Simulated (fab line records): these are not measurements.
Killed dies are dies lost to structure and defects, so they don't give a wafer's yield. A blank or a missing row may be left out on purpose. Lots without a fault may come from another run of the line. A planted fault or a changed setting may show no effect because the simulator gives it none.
A lot that was struck, set against a sound lot :: flow n5-finfet :: 36 steps out of a route of 1938
Sound: these wafers, L952.1, L952.2, L952.3. Struck: wafer L968.1; the same lot's L968.4 was not struck, so it is left out; see the end for the cause.
Each step with rows lists, per side, the tool, then ch with its chambers, then its first start. Under that, the readings that differ: sound wafers :: struck wafers :: difference of the means :: sigmas: that difference in standard deviations of wafers without a fault.
alike: a reading whose means differ by less than 2 such deviations, as well as words and numbers matching on both sides. not compared: withheld readings; readings where some wafer has no value; bounds like >300 that might hide an equal value; numbers whose values overlap and for which the record gives no deviation.
A row with sigmas, a row that says differs or no value, or rows on one side alone: a step with any of these is where the two part. Non-overlapping numbers with no deviation appear without sigmas and do not part them. A reading missing from all wafers of one side parts the sides only when that side holds two or more wafers.

first, 9 steps without rows for these wafers: N5_MOL_CONTACT_COAG_SRD_128 (dry time 32 s); N5_MOL_CONTACT_COAG_CMP_52 (polishes, stops on SiO2, t overpolish 1.5 s, target thk 66.5 nm); N5_MOL_CONTACT_COAG_ANNEAL_112 (time 1800 s); N5_BEOL_M0_SAQP_PECVD_00 (deposits SiCN from 3MS/NH3, target thk 8 nm, time 14 s); N5_BEOL_M0_SAQP_ILD_DEP_01 (deposits SiOC from DEMS/O2, target thk 45.419 nm, time 8.7 s); N5_BEOL_M0_SAQP_HM_DEP_02 (deposits TiN, target thk 12 nm); N5_BEOL_M0_SAQP_PECVD_03 (deposits SiCN from 3MS/NH3, target thk 12 nm, time 21.1 s); N5_BEOL_M0_SAQP_PECVD_96 (deposits a-Si from SiH4/He, target thk 45 nm, time 45.2 s); N5_BEOL_M0_SAQP_PECVD_97 (deposits SiNx from SiH4/NH3/N2, target thk 23 nm, time 19.9 s).
N5_BEOL_M0_SAQP_PECVD_04: deposits a-Si from SiH4/He, target thk 60 nm, time 60.2 s.
  sound on pecvd-04 ch 0,1,2, day 6 23:02; struck on pecvd-04 ch 0, day 11 00:43
reading: model.a-Si_of_BEOL_M0_SAQP_PECVD_04.thk-nm (nm)
sound: 58.4 60.4 59.2
struck: 57.4
difference: -1.9
sigmas: 
  alike: heater-power-w, showerhead-plenum-p-Torr, throttle-valve-pct
N5_BEOL_M0_SAQP_THK_MEAS_05:
  struck on film-metro-01, day 11 00:49; sound on film-metro-02, day 6 23:08
reading: thk-nm (nm)
sound: 58.5 60.4 59.1
struck: 57.3
difference: -2.0
sigmas: -3
then, 15 steps without rows for these wafers: N5_BEOL_M0_SAQP_HM_DEP_111 (deposits SiO2 from SiH4/N2O, target thk 12 nm, time 7.2 s); N5_BEOL_M0_SAQP_COAT_81 (time 60 s, resist thk 100 nm); N5_BEOL_M0_SAQP_COAT_82 (time 60 s, resist thk 30 nm); N5_BEOL_M0_SAQP_COAT_08 (resist thk 90 nm); N5_BEOL_M0_SAQP_EBR_10; N5_BEOL_M0_SAQP_SOFTBAKE_09 (time 60 s); N5_BEOL_M0_SAQP_EXPOSE_11 (exposes mask M0 CORE, target cd 42 nm); N5_BEOL_M0_SAQP_PEB_12 (peb time 60 s); N5_BEOL_M0_SAQP_DEVELOP_13 (develop time 30 s); N5_BEOL_M0_SAQP_DESCUM_19 (chemistry O2, time 7.9 s); N5_BEOL_M0_SAQP_ETCH_83 (etches SiARC in CF4, target depth 39 nm, time 65 s); N5_BEOL_M0_SAQP_ETCH_84 (etches SOC in N2/H2, target depth 100 nm, overetch 20 nm, time 150 s); N5_BEOL_M0_SAQP_STRIP_80 (strips in N2/H2); N5_BEOL_M0_SAQP_HM_OPEN_112 (chemistry CHF3/O2, target SiO2, stops on a-Si, target depth 12 nm, time 13.5 s); N5_BEOL_M0_SAQP_STRIP_113 (strips in CHF3/O2).
N5_BEOL_M0_SAQP_MANDREL_ETCH_20: etches a-Si in HBr/Cl2, stops on SiNx, target depth 60 nm, bt time 10 s, time 30 s.
  sound on rie-si-02 ch 0,2,3, day 6 23:51; struck on rie-si-03 ch 2, day 11 01:59
reading: model.etch.depth-nm (nm)
sound: 58.4 60.37 59.16
struck: 57.31
difference: -2.00
sigmas: 
  alike: chamber-pressure-mTorr, drypump-motor-current-A, oes-product-au, throttle-valve-pct
  not compared: rf-hours-counter-h
then, 5 steps without rows for these wafers: N5_BEOL_M0_SAQP_STRIP_86 (strips in N2/H2); N5_BEOL_M0_SAQP_STRIP_115 (strips in post etch residue remover, time 60 s); N5_BEOL_M0_SAQP_SRD_93 (time 30 s); N5_BEOL_M0_SAQP_RECESS_114 (chemistry HF/NH3, target SiO2, target depth 14.4 nm, afs cycles 3, sublimation time 60 s); N5_BEOL_M0_SAQP_SPACER1_ALD_98 (deposits SiO2, target thk 12.8 nm, pulse time 1 s, purge time 2 s).
N5_BEOL_M0_SAQP_SPACER1_ETCHBACK_99: etches SiO2 in CHF3/O2, target depth 15.4 nm, time 7.7 s.
  sound on rie-diel-04 ch 0,1,3, day 7 01:09; struck on rie-diel-04 ch 1, day 11 03:24
reading: rf-hours-counter-h (h)
sound: 175 32 193
struck: 220
difference: +87
sigmas: 

reading: model.a-Si_of_BEOL_M0_SAQP_PECVD_04.thk-nm (nm)
sound: 57.8 59.8 58.6
struck: 56.8
difference: -1.9
sigmas: 
  alike: chamber-pressure-mTorr, drypump-motor-current-A, oes-product-au, rf-vpp-V, showerhead-plenum-p-Torr, throttle-valve-pct
then, 1 step without rows for these wafers: N5_BEOL_M0_SAQP_MANDREL1_REMOVE_100 (chemistry HBr/Cl2/O2, target a-Si, stops on SiNx, bt time 10 s).
-- a jump in the record: the struck wafers' starts before and after are 3 days apart (it breaks off in module BEOL_M0_SAQP and resumes in module BEOL_M4, where the first step shown is number 1111 of the route) --
N5_BEOL_M4_RC_MEAS_101:
  sound on prober-01 ch 0, day 10 03:07; struck on prober-01 ch 0, day 13 20:20
reading: SS_N (mV/dec)
sound: 71.3 72.1 70.2
struck: 72.7
difference: +1.5
sigmas: +2
  alike: DIBL_N, DIBL_P, IOFF_N, IOFF_P, ION_N, ION_P, SS_P, VT_N, VT_P
-- record jumps: 4 days separate the struck wafers' starts on either side; left off in module BEOL_M4, taken up again in module PASSIVATION, whose first shown step is the route's number 1936 --
N5_PASSIVATION_PROBE_49:
  the record has rows for the struck wafers here (prober-01, day 18 02:49) and none for the sound ones

WHERE THEY PART
At N5_BEOL_M0_SAQP_THK_MEAS_05 first; at N5_PASSIVATION_PROBE_49 last (within this record only).

WHY: what had been put in by the simulator
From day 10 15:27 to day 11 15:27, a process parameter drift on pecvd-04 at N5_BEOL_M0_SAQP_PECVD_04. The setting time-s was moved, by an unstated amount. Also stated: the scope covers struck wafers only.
